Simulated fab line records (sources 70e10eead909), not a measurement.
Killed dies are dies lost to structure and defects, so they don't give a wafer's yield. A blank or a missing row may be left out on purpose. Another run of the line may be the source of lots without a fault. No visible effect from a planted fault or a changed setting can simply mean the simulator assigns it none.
Chamber matching / flow nandHarc / NHARC_P_ZERO_WELL_DESCUM_54 on rieDiel-08 has 4 sister chambers
The step chemistry O2, time 3 s. 7 wafers are shown with their chamber, then 7 later ones without.

## WAFERS PAIRED WITH THEIR CHAMBERS
wafer=L084.3; chamber=1; drypumpMotorCurrentA (A)=5.9; oesProductAu (a.u.)=0.982
wafer=L085.6; chamber=0; drypumpMotorCurrentA (A)=5.2; oesProductAu (a.u.)=1.006
wafer=L086.2; chamber=2; drypumpMotorCurrentA (A)=5.8; oesProductAu (a.u.)=0.988
wafer=L086.3; chamber=0; drypumpMotorCurrentA (A)=5.2; oesProductAu (a.u.)=1.005
wafer=L086.5; chamber=3; drypumpMotorCurrentA (A)=5.2; oesProductAu (a.u.)=1.010
wafer=L090.3; chamber=3; drypumpMotorCurrentA (A)=5.3; oesProductAu (a.u.)=1.005
wafer=L090.5; chamber=1; drypumpMotorCurrentA (A)=5.9; oesProductAu (a.u.)=0.980

## WAFERS WITHOUT THEIR CHAMBER
wafer=L090.6; drypumpMotorCurrentA (A)=5.8; oesProductAu (a.u.)=0.997
wafer=L095.1; drypumpMotorCurrentA (A)=5.2; oesProductAu (a.u.)=0.996
wafer=L095.5; drypumpMotorCurrentA (A)=5.2; oesProductAu (a.u.)=1.006
wafer=L095.6; drypumpMotorCurrentA (A)=5.3; oesProductAu (a.u.)=1.024
wafer=L097.1; drypumpMotorCurrentA (A)=5.3; oesProductAu (a.u.)=1.004
wafer=L097.3; drypumpMotorCurrentA (A)=5.2; oesProductAu (a.u.)=1.015
wafer=L097.6; drypumpMotorCurrentA (A)=5.2; oesProductAu (a.u.)=0.991

## CHAMBER TAKEN BY EACH
wafer=L090.6; from the rows above=2; in truth=2
wafer=L095.1; from the rows above=can't be placed: 0 or 3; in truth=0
wafer=L095.5; from the rows above=can't be placed: 0 or 3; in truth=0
wafer=L095.6; from the rows above=can't be placed: 3 or 0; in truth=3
wafer=L097.1; from the rows above=can't be placed: 3 or 0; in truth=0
wafer=L097.3; from the rows above=can't be placed: 3 or 0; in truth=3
wafer=L097.6; from the rows above=can't be placed: 0 or 3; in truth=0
Placed correctly: 1 of 7. Can't be placed from these rows: 6 (the true chamber is among the candidates in 6). Wrongly placed: 0.
How it was worked out, from the rows above alone: a wafer's distance from a chamber is the root of the sum, over the readings, of the square of ((its reading less the chamber's mean) divided by the reading's scatter). If the next closest chamber is less than 2 further off than the closest, the wafer can't be placed; otherwise it belongs to the closest. A chamber's mean is the mean of its shown wafers. The scatter: take each reading less its chamber's mean, square it, sum over the shown wafers, divide by the number of wafers less the number of chambers, and take the root.
